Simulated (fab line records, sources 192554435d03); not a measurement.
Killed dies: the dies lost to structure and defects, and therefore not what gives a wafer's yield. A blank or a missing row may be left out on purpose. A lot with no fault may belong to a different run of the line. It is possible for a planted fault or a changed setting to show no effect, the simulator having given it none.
Split-lot experiment / flow n5Finfet / on a route of 1938 steps: 7 lots, 39 wafers read

SPLIT DETAILS
At N5_ZERO_LAYER_DEVELOP_10 (develop time 60 s), the setting developTimeS was moved away from the recipe's 60 s on 15 of the 39 wafers read, by -42.5% to +56.6%. This setting was run at the recipe's value on the other wafers.

FROM THE SPLIT ON TO THE READING: in between, the file shows 1 step
- N5_ZERO_LAYER_HARDBAKE_23: time 120 s

THE READING
cdNm at N5_ZERO_LAYER_CD_MEAS_11, given in nm (cd target 2000 nm). A value of 2000.6 nm with a standard deviation of 1.4 nm is what fault-free wafers of this fab line usually give.

wafer=L074.1; tool, chamber at the split=lithoTrack-04, 0; developTimeS as run, s=60; against the recipe=recipe; cdNm, nm=2000.3; against lot-mates on the recipe=-
wafer=L074.2; tool, chamber at the split=lithoTrack-04, 0; developTimeS as run, s=60; against the recipe=recipe; cdNm, nm=1999.3; against lot-mates on the recipe=-
wafer=L074.3; tool, chamber at the split=lithoTrack-04, 0; developTimeS as run, s=60; against the recipe=recipe; cdNm, nm=2001.2; against lot-mates on the recipe=-
wafer=L074.4; tool, chamber at the split=lithoTrack-04, 0; developTimeS as run, s=60; against the recipe=recipe; cdNm, nm=2000.5; against lot-mates on the recipe=-
wafer=L074.5; tool, chamber at the split=lithoTrack-04, 0; developTimeS as run, s=60; against the recipe=recipe; cdNm, nm=2001.6; against lot-mates on the recipe=-
wafer=L074.6; tool, chamber at the split=lithoTrack-04, 0; developTimeS as run, s=60; against the recipe=recipe; cdNm, nm=2000.3; against lot-mates on the recipe=-
wafer=L075.1; tool, chamber at the split=lithoTrack-02, 0; developTimeS as run, s=60; against the recipe=recipe; cdNm, nm=2004.0; against lot-mates on the recipe=-
wafer=L075.2; tool, chamber at the split=lithoTrack-02, 0; developTimeS as run, s=60; against the recipe=recipe; cdNm, nm=2002.7; against lot-mates on the recipe=-
wafer=L075.3; tool, chamber at the split=lithoTrack-02, 0; developTimeS as run, s=45.27; against the recipe=-24.5%; cdNm, nm=1996.9; against lot-mates on the recipe=-6.2
wafer=L075.4; tool, chamber at the split=lithoTrack-02, 0; developTimeS as run, s=45.27; against the recipe=-24.5%; cdNm, nm=1996.0; against lot-mates on the recipe=-7.1
wafer=L075.5; tool, chamber at the split=lithoTrack-02, 0; developTimeS as run, s=45.27; against the recipe=-24.5%; cdNm, nm=1997.1; against lot-mates on the recipe=-6.0
wafer=L075.6; tool, chamber at the split=lithoTrack-02, 0; developTimeS as run, s=60; against the recipe=recipe; cdNm, nm=2002.6; against lot-mates on the recipe=-
wafer=L081.1; tool, chamber at the split=lithoTrack-04, 0; developTimeS as run, s=60; against the recipe=recipe; cdNm, nm=1999.3; against lot-mates on the recipe=-
wafer=L081.2; tool, chamber at the split=lithoTrack-04, 0; developTimeS as run, s=93.99; against the recipe=+56.6%; cdNm, nm=2007.5; against lot-mates on the recipe=+7.6
wafer=L081.3; tool, chamber at the split=lithoTrack-04, 0; developTimeS as run, s=60; against the recipe=recipe; cdNm, nm=2000.2; against lot-mates on the recipe=-
wafer=L081.4; tool, chamber at the split=lithoTrack-04, 0; developTimeS as run, s=60; against the recipe=recipe; cdNm, nm=2000.2; against lot-mates on the recipe=-
wafer=L081.5; tool, chamber at the split=lithoTrack-04, 0; developTimeS as run, s=93.99; against the recipe=+56.6%; cdNm, nm=2008.9; against lot-mates on the recipe=+9.0
wafer=L081.6; tool, chamber at the split=lithoTrack-04, 0; developTimeS as run, s=93.99; against the recipe=+56.6%; cdNm, nm=2007.9; against lot-mates on the recipe=+8.0
wafer=L085.3; tool, chamber at the split=lithoTrack-05, 0; developTimeS as run, s=60; against the recipe=recipe; cdNm, nm=1999.3; against lot-mates on the recipe=-
wafer=L085.4; tool, chamber at the split=lithoTrack-05, 0; developTimeS as run, s=60; against the recipe=recipe; cdNm, nm=1999.0; against lot-mates on the recipe=-
wafer=L085.6; tool, chamber at the split=lithoTrack-05, 0; developTimeS as run, s=60; against the recipe=recipe; cdNm, nm=1999.6; against lot-mates on the recipe=-
wafer=L090.1; tool, chamber at the split=lithoTrack-05, 0; developTimeS as run, s=60; against the recipe=recipe; cdNm, nm=2001.5; against lot-mates on the recipe=-
wafer=L090.2; tool, chamber at the split=lithoTrack-05, 0; developTimeS as run, s=60; against the recipe=recipe; cdNm, nm=2000.7; against lot-mates on the recipe=-
wafer=L090.3; tool, chamber at the split=lithoTrack-05, 0; developTimeS as run, s=60; against the recipe=recipe; cdNm, nm=2001.7; against lot-mates on the recipe=-
wafer=L090.4; tool, chamber at the split=lithoTrack-05, 0; developTimeS as run, s=34.52; against the recipe=-42.5%; cdNm, nm=1988.6; against lot-mates on the recipe=-12.7
wafer=L090.5; tool, chamber at the split=lithoTrack-05, 0; developTimeS as run, s=34.52; against the recipe=-42.5%; cdNm, nm=1988.4; against lot-mates on the recipe=-12.9
wafer=L090.6; tool, chamber at the split=lithoTrack-05, 0; developTimeS as run, s=34.52; against the recipe=-42.5%; cdNm, nm=1989.7; against lot-mates on the recipe=-11.6
wafer=L095.1; tool, chamber at the split=lithoTrack-05, 0; developTimeS as run, s=60; against the recipe=recipe; cdNm, nm=2000.3; against lot-mates on the recipe=-
wafer=L095.2; tool, chamber at the split=lithoTrack-05, 0; developTimeS as run, s=60; against the recipe=recipe; cdNm, nm=2001.6; against lot-mates on the recipe=-
wafer=L095.3; tool, chamber at the split=lithoTrack-05, 0; developTimeS as run, s=89.64; against the recipe=+49.4%; cdNm, nm=2008.1; against lot-mates on the recipe=+7.7
wafer=L095.4; tool, chamber at the split=lithoTrack-05, 0; developTimeS as run, s=89.64; against the recipe=+49.4%; cdNm, nm=2010.3; against lot-mates on the recipe=+9.9
wafer=L095.5; tool, chamber at the split=lithoTrack-05, 0; developTimeS as run, s=89.64; against the recipe=+49.4%; cdNm, nm=2009.3; against lot-mates on the recipe=+8.9
wafer=L095.6; tool, chamber at the split=lithoTrack-05, 0; developTimeS as run, s=60; against the recipe=recipe; cdNm, nm=1999.4; against lot-mates on the recipe=-
wafer=L096.1; tool, chamber at the split=lithoTrack-02, 0; developTimeS as run, s=82.48; against the recipe=+37.5%; cdNm, nm=2009.8; against lot-mates on the recipe=+6.7
wafer=L096.2; tool, chamber at the split=lithoTrack-02, 0; developTimeS as run, s=60; against the recipe=recipe; cdNm, nm=2004.1; against lot-mates on the recipe=-
wafer=L096.3; tool, chamber at the split=lithoTrack-02, 0; developTimeS as run, s=82.48; against the recipe=+37.5%; cdNm, nm=2008.9; against lot-mates on the recipe=+5.8
wafer=L096.4; tool, chamber at the split=lithoTrack-02, 0; developTimeS as run, s=82.48; against the recipe=+37.5%; cdNm, nm=2010.1; against lot-mates on the recipe=+7.0
wafer=L096.5; tool, chamber at the split=lithoTrack-02, 0; developTimeS as run, s=60; against the recipe=recipe; cdNm, nm=2001.2; against lot-mates on the recipe=-
wafer=L096.6; tool, chamber at the split=lithoTrack-02, 0; developTimeS as run, s=60; against the recipe=recipe; cdNm, nm=2003.9; against lot-mates on the recipe=-

THE FIT
A straight line over all 39 wafers: cdNm changes by +0.189 nm for each +1% of developTimeS; r = +0.93; the points scatter about the line by 2 nm.
The same after taking each lot's own level away (the mean of its wafers on the recipe; 39 wafers): +0.2 nm for each +1%; r = +0.96; scatter 1.5 nm.
The reading moves by 11 nm for the largest change in developTimeS, on that fit.
Measured against the standard deviation above, the lots' own levels, which go from 1999.30 to 2003.10 nm, span 2.7 times it.
Consequently the slope shifts little with the lot-to-lot level, the two slopes agreeing.
Check: with one of the wafers moved furthest among these (+56.6%) left out of the fit, the line predicts +10.9 nm for it against its lot-mates. It came out at +7.6 nm against them.

OTHER SPLITS APPLIED TO THESE WAFERS
These wafers also went through other splits before the reading. Each is held against what the fit with the lots' levels taken away leaves over:
other split on the same wafers=N5_ZERO_LAYER_PECVD_02 timeS; wafers away from the commonest value=15; r with cdNm (lot level and that fit taken away)=-0.14

THE WHOLE CHAIN: every reading that the file lists as answering this split, in the file's order
step=N5_ZERO_LAYER_CD_MEAS_11; what it does=target cd 2000 nm; reading=cdNm; change (the file's fit)=+0.193 nm for each +1% of the setting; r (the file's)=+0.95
step=N5_ZERO_LAYER_DESCUM_16; what it does=chemistry O2, time 7.9 s; reading=ZERO_LAYER.cdNm (the simulator's own value, which no gauge read); change (the file's fit)=+0.192 nm for each +1% of the setting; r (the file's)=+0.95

THE FILE'S OWN FIT
cdNm changes by +0.193 nm for each +1% of developTimeS, r = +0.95.
